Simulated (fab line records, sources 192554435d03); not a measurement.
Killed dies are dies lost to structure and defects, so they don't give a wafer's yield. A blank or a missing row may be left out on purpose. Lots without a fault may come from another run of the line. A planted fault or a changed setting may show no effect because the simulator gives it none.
A struck lot beside a sound one | flow n5_finfet | 14 steps out of a route of 1938
Sound: wafers L611.1, L611.4, L611.6. Struck: wafer L619.5. (L619.6 of the same lot was not struck and is left out.) The cause comes at the end.
At each step with rows: each side's tool, then ch and its chambers, then its first start. Under that, the readings that differ: sound wafers | struck wafers | difference of the means | sigmas: that difference in standard deviations of wafers without a fault.
alike: readings whose means differ by less than 2 such deviations, and words and numbers that are the same on both sides. not compared: withheld readings, readings that some wafer has no value for, bounds like >300 that may hide the same value, and numbers for which the record gives no deviation and whose values overlap.
The two part at a step that has a row with sigmas, a row that says differs or no value, or rows on one side only. Numbers that don't overlap but have no deviation are shown without sigmas and don't part them. A reading that every wafer of one side lacks parts them only if that side has two wafers or more.

first, 8 steps without rows for these wafers: N5_BEOL_M6_COAT_64 (time 60 s, resist thk 12 nm); N5_BEOL_M6_COAT_71 (time 60 s, resist thk 5 nm); N5_BEOL_M6_COAT_22 (resist thk 30 nm); N5_BEOL_M6_EBR_24; N5_BEOL_M6_SOFTBAKE_23 (time 60 s); N5_BEOL_M6_EXPOSE_25 (exposes mask V5, target cd 40 nm); N5_BEOL_M6_PEB_26 (peb time 60 s); N5_BEOL_M6_DEVELOP_27 (develop time 30 s).
N5_BEOL_M6_CD_MEAS_28: target cd 40 nm.
  sound on cd_sem-03 ch 0, day 8 15:45; struck on cd_sem-02 ch 0, day 11 23:41
  alike: cd_nm
N5_BEOL_M6_OVL_MEAS_29:
  sound on overlay-02 ch 0, day 8 15:47; struck on overlay-01 ch 0, day 11 23:44
  alike: V5_OVL
N5_BEOL_M6_INSPECT_30: inspects for defects (brightfield).
  sound on defect_inspect-02, day 8 15:50; struck on defect_inspect-01, day 11 23:46
  alike: raw_defect_count
N5_BEOL_M6_DESCUM_33: chemistry O2, time 7 s.
  sound on rie_diel-01 ch 1,2, day 8 15:53; struck on rie_diel-04 ch 1, day 12 00:13
  reading                         | sound          | struck | difference | sigmas
  showerhead_plenum_p_Torr (Torr) | 2.15 2.22 2.15 | 2.04   | -0.13      | -3
  alike: drypump_motor_current_A, oes_product_au, rf_vpp_V, throttle_valve_pct
  not compared: rf_hours_counter_h
N5_BEOL_M6_ETCH_72: etches underlayer in N2/H2, target depth 6.5 nm, time 5.2 s.
  sound on rie_diel-01 ch 1,2, day 8 15:55; struck on rie_diel-04 ch 1, day 12 00:15
  reading                         | sound             | struck | difference | sigmas
  etch_rf_on_time_s (s)           | 5.14 5.12 5.17    | 3.32   | -1.82      | -21
  oes_product_au (a.u.)           | 0.59 0.74 0.59    | 0.93   | +0.29      | +4
  rf_vpp_V (V)                    | 526.4 529.7 526.1 | 521.1  | -6.3       | -3
  showerhead_plenum_p_Torr (Torr) | 2.62 2.69 2.62    | 2.48   | -0.16      | -2
  alike: drypump_motor_current_A, throttle_valve_pct
  not compared: rf_hours_counter_h
N5_BEOL_M6_ETCH_65: etches SiARC in CF4, target depth 15.6 nm, time 26 s.
  sound on rie_diel-01 ch 1,2, day 8 15:56; struck on rie_diel-04 ch 1, day 12 00:16
  reading                         | sound          | struck | difference | sigmas
  showerhead_plenum_p_Torr (Torr) | 2.20 2.26 2.20 | 2.09   | -0.13      | -3
  alike: drypump_motor_current_A, etch_rf_on_time_s, oes_product_au, rf_vpp_V, throttle_valve_pct
  not compared: rf_hours_counter_h

WHERE THEY PART
First at N5_BEOL_M6_DESCUM_33; last, within this record, at N5_BEOL_M6_ETCH_65.

WHY: what the simulator had put in
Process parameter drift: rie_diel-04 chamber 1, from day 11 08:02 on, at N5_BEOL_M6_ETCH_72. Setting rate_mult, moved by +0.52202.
